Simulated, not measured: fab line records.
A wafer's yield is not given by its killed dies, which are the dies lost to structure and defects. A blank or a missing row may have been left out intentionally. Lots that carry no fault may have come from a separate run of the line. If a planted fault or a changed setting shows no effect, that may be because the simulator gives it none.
Comparing a struck lot with a sound one :: flow nand_harc :: 13 out of 1159 route steps
Sound: wafers L684.3, L684.4, L684.5. Wafers L688.3, L688.5, L688.6 were the ones struck. Last of all comes the cause.
At each step with rows: each side's tool, then ch and its chambers, then its first start. Under that, the readings that differ: sound wafers :: struck wafers :: difference of the means :: sigmas: that difference in standard deviations of wafers without a fault.
alike: words and numbers the same on both sides, and readings whose means are apart by under 2 such deviations; not compared: readings that were withheld, readings missing a value for some wafer, numbers with overlapping values and no deviation given by the record, and bounds like >300 which may hide the same value.
A row with sigmas, a row that says differs or no value, or rows on one side alone: a step with any of these is where the two part. Numbers that have no deviation but don't overlap get no sigmas and don't part them. A reading missing from all wafers of one side parts the sides only when that side holds two or more wafers.

NHARC_A_CHANNEL_FILL_D1_ALD_25: deposits SiOx, target thk 60 nm, pulse time 10 s, ald cycles 600.
  sound on ald_hk-04 ch 0,1, day 10 15:04; struck on ald_hk-04 ch 1,2, day 11 17:14
  alike: heater_power_w, precursor_pulse_height_rel
NHARC_A_CHANNEL_FILL_D1_ETCHBACK_08: etches the open film in C4F8, target depth 220 nm, time 110 s.
  sound on rie_diel-12 ch 0,2; struck on rie_diel-12 ch 2,3
  alike: oes_product_au, rf_vpp_V
  not compared: rf_hours_counter_h
NHARC_A_CHANNEL_FILL_D1_STRIP_29: strips in O2, time 20 s.
  sound on rie_diel-12 ch 0,2; struck on rie_diel-12 ch 0,2,3
  alike: drypump_motor_current_A, oes_product_au, rf_vpp_V, showerhead_plenum_p_Torr, throttle_valve_pct
  not compared: rf_hours_counter_h
then, 3 steps without rows for these wafers: NHARC_A_CHANNEL_FILL_D1_PRECLEAN_30 (cleans in dHF, time 30 s); NHARC_A_CHANNEL_FILL_D1_SRD_31; NHARC_A_CHANNEL_FILL_D1_CVD_09 (deposits poly-Si, target thk 150 nm, time 3000 s).
NHARC_A_CHANNEL_FILL_D1_CMP_10: polishes, target thk 150 nm.
  sound on cmp-02 ch 1,3, day 11 01:55; struck on cmp-01 ch 0,3, day 12 04:31
  alike: motor_current_A, time_to_endpoint_s
next, for these wafers, 1 step has no rows: NHARC_A_CHANNEL_FILL_D1_SRD_12.
NHARC_A_CHANNEL_FILL_D1_RTA_24: time 5 s.
  sound on rtp_anneal-01 ch 0, day 11 02:22; struck on rtp_anneal-02 ch 0, day 12 04:58
reading: lamp_power_pct (%)
sound: 31.0 31.1 31.0
struck: 27.6 27.6 27.6
difference: -3.4
sigmas: -2

reading: lamp_zone_3_pct (%)
sound: 31.1 31.0 31.0
struck: 27.7 27.6 27.6
difference: -3.4
sigmas: -2
  alike: wafer_temp_C_max
NHARC_A_CHANNEL_FILL_D1_INSPECT_13:
  struck on defect_inspect-01, day 12 05:07; sound on defect_inspect-01, day 11 02:30
  alike: raw_defect_count
NHARC_A_STAIRCASE_DEP_156: deposits SiNx, target thk 50 nm.
  sound on pecvd-04 ch 0,1,2, day 11 02:38; struck on pecvd-04 ch 0,1,2, day 12 05:55
  alike: heater_power_w
then, 2 steps without rows for these wafers: NHARC_A_STAIRCASE_DEHYDRATE_158 (time 120 s); NHARC_END_SORT_01.

## WHERE THEY PART
Within this record, at NHARC_A_CHANNEL_FILL_D1_RTA_24 only. Later steps at which nothing parts them and some readings are alike: NHARC_A_CHANNEL_FILL_D1_INSPECT_13, NHARC_A_STAIRCASE_DEP_156.

WHY: what the simulator had put in
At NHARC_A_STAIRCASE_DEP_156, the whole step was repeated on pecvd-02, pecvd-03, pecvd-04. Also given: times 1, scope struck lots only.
